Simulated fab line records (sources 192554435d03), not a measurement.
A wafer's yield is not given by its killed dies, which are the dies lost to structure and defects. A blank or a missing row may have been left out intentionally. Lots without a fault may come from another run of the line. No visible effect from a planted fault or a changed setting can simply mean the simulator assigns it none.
3 desks, one fault -- flow n5 finfet -- each desk holds nothing but its own numbers, with what lay behind them at the end

TOOL OWNER'S DESK, rie diel-06
The tool's own readings at N5_PASSIVATION_PASS_ETCH_74 (etches SiNx in CF4/O2, target depth 220 nm, time 110 s): means of the sampled wafers that have a number, for each lot that ran on this tool. A lot is out of limits, marked OUT, if its mean lies more than 4 standard deviations from the usual mean; the brackets give that distance. 7 of its 9 readings are shown: the first one out of limits and those lying furthest out on some lot.
Columns: A = cf4 flow sccm at N5_PASSIVATION_PASS_ETCH_74, usual 100.0 sccm; B = drypump motor current A at N5_PASSIVATION_PASS_ETCH_74, usual 5.7 A; C = oes_f_703_au at N5_PASSIVATION_PASS_ETCH_74, usual 0.76 a.u.; D = oes_o_777_au at N5_PASSIVATION_PASS_ETCH_74, usual 0.76 a.u.; E = oes product au at N5_PASSIVATION_PASS_ETCH_74, usual 0.76 a.u.; F = rf fwd power W at N5_PASSIVATION_PASS_ETCH_74, usual 532.5 W; G = rf vpp V at N5_PASSIVATION_PASS_ETCH_74, usual 240 V
lot,first seen here,A,B,C,D,E,F,G
L854,day 15 08:44,99.9,5.6,0.73,0.73,0.72,531.3,239
L856,day 16 20:53,100.3,6.1,0.53,0.63,0.63,403.9 (-71) OUT,273 (+10) OUT
L861,day 17 04:39,100.3,6.1,0.55,0.65,0.65,405.1 (-71) OUT,273 (+10) OUT
This desk's verdict: out of limits on L856, L861, starting with L856 at day 16 20:53 (rf fwd power W at N5_PASSIVATION_PASS_ETCH_74). L854 stayed within limits.

THE DEFECT DESK
Counts from the inspections along the route, per lot, as means over the sampled wafers that have a number. A lot is out of limits, marked OUT, if its mean lies more than 4 standard deviations from the usual mean; the brackets give that distance.
Columns: A = raw defect count at N5_PASSIVATION_INSPECT_61, usual 1.9
lot,first seen here,A
L854,day 15 08:34,2.0
L855,day 15 16:03,1.7
L856,day 16 20:29,2.3
L857,day 16 20:38,1.3
L861,day 17 04:32,2.0
L869,day 19 03:40,2.0
This desk found nothing out of limits on any of the 6 lots.

FROM THE METROLOGY DESK
What the gauges read, lot by lot, whatever tool the lot ran on: means of the sampled wafers that have a number. A lot is out of limits, marked OUT, if its mean lies more than 4 standard deviations from the usual mean; the brackets give that distance.
Columns: A = cd nm at N5_PASSIVATION_CD_MEAS_10, usual 3000.7 nm; B = TV_OVL at N5_PASSIVATION_OVL_MEAS_60, usual 0 nm
lot,first seen here,A,B
L854,day 15 08:31,3000.9,5
L855,day 15 16:00,2999.4,-2
L856,day 16 20:26,3000.9,7
L857,day 16 20:35,3000.4,2
L861,day 17 04:28,3000.5,2
L869,day 19 03:37,2997.7,3
This desk found nothing out of limits on any of the 6 lots.

BROUGHT TOGETHER
The tool owner's desk could have raised an alarm at day 16 20:53, on L856, L861.
No out-of-limits result turned up at the defect desk.
From the metrology desk's view, nothing was out of limits.
The defect desk has L856, L861 on record, within its limits.
The metrology desk holds a record of L856, L861, inside its limits.
Of the lots named, all ran N5_PASSIVATION_PASS_ETCH_74 on rie diel-06.

WHAT THE SIMULATOR HAD INSERTED
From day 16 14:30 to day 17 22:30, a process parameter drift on rie diel-06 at N5_PASSIVATION_PASS_ETCH_74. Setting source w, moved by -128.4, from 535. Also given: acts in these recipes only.
Shown lots that were struck: L856, L861.
Delay in hours, fault start to first out-of-limits reading, by desk: the tool owner's desk at 6.
